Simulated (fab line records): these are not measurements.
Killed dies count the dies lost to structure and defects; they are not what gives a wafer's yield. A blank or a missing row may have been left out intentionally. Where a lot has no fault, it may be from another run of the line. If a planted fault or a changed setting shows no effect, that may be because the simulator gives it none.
Struck lot and sound lot, side by side    flow nand-harc    14 out of 1302 route steps
Sound: the wafers L641.1, L641.2, L641.5. Struck: wafer L653.3 (L653.2, L653.4, from the same lot, were not struck and are left out); the cause is given at the end.
Per side, at each step with rows, come the tool, then ch with its chambers, and then its first start. Under that, the readings that differ: sound wafers    struck wafers    difference of the means    sigmas: that difference in standard deviations of wafers without a fault.
alike: a reading whose means differ by less than 2 such deviations, as well as words and numbers matching on both sides. not compared: withheld readings; readings where some wafer has no value; bounds like >300 that might hide an equal value; numbers whose values overlap and for which the record gives no deviation.
A row with sigmas, a row that says differs or no value, or rows on one side alone: a step with any of these is where the two part. Numbers that don't overlap but have no deviation are shown without sigmas and don't part them. Lack of a reading on every wafer of one side parts them only where that side has two or more wafers.

first, 1 step without rows for these wafers: NHARC_A_ONON_D1_DEP_06 (target thk 1000 nm).
NHARC_A_ONON_D1_THK_MEAS_08: measures by ellipsometry.
  sound: film-metro-02 at day 7 23:31; struck: film-metro-02 at day 12 22:54
  alike: thk-nm
following that, 1 step holds no rows for these wafers, namely NHARC_A_ONON_D1_DEP_09 (target thickness 1000 nm).
NHARC_A_ONON_D1_THK_MEAS_11: measures by ellipsometry.
  sound: film-metro-01 at day 8 00:05; struck: film-metro-02 at day 12 23:28
  alike: thk-nm
following that, 1 step holds no rows for these wafers, namely NHARC_A_ONON_D1_DEP_12 (target thickness 1000 nm).
NHARC_A_ONON_D1_THK_MEAS_14: measures by ellipsometry.
  sound: film-metro-01 at day 8 00:39; struck: film-metro-02 at day 13 00:02
  alike: thk-nm
then, 2 steps without rows for these wafers: NHARC_A_ONON_D1_ANNEAL_15 (time 3600 s); NHARC_A_ONON_D1_DEP_16 (target thk 1000 nm).
NHARC_A_ONON_D1_THK_MEAS_18: measures by ellipsometry.
  sound: film-metro-02 at day 8 08:29; struck: film-metro-02 at day 13 09:18
  alike: thk-nm
following that, 1 step holds no rows for these wafers, namely NHARC_A_ONON_D1_DEP_19 (target thickness 1000 nm).
NHARC_A_ONON_D1_THK_MEAS_21: measures by ellipsometry.
  sound: film-metro-01 at day 8 09:03; struck: film-metro-01 at day 13 09:51
  alike: thk-nm
NHARC_A_ONON_D1_DEP_22: target thk 1000 nm.
  sound on pecvd-onon-02 ch 0, day 8 09:06; struck on pecvd-onon-02 ch 0, day 13 09:58
  alike: nh3-flow-sccm
NHARC_A_ONON_D1_THK_MEAS_24: measures by ellipsometry.
  sound: film-metro-02 at day 8 09:37; struck: film-metro-02 at day 13 10:26
reading      sound           struck  difference  sigmas
thk-nm (nm)  1002 1003 1004  916     -87         -9
following that, 1 step holds no rows for these wafers, namely NHARC_A_ONON_D1_DEP_25 (target thickness 1000 nm).

== WHERE THEY PART ==
Only at NHARC_A_ONON_D1_THK_MEAS_24, within this record.

WHY: what the simulator had put in
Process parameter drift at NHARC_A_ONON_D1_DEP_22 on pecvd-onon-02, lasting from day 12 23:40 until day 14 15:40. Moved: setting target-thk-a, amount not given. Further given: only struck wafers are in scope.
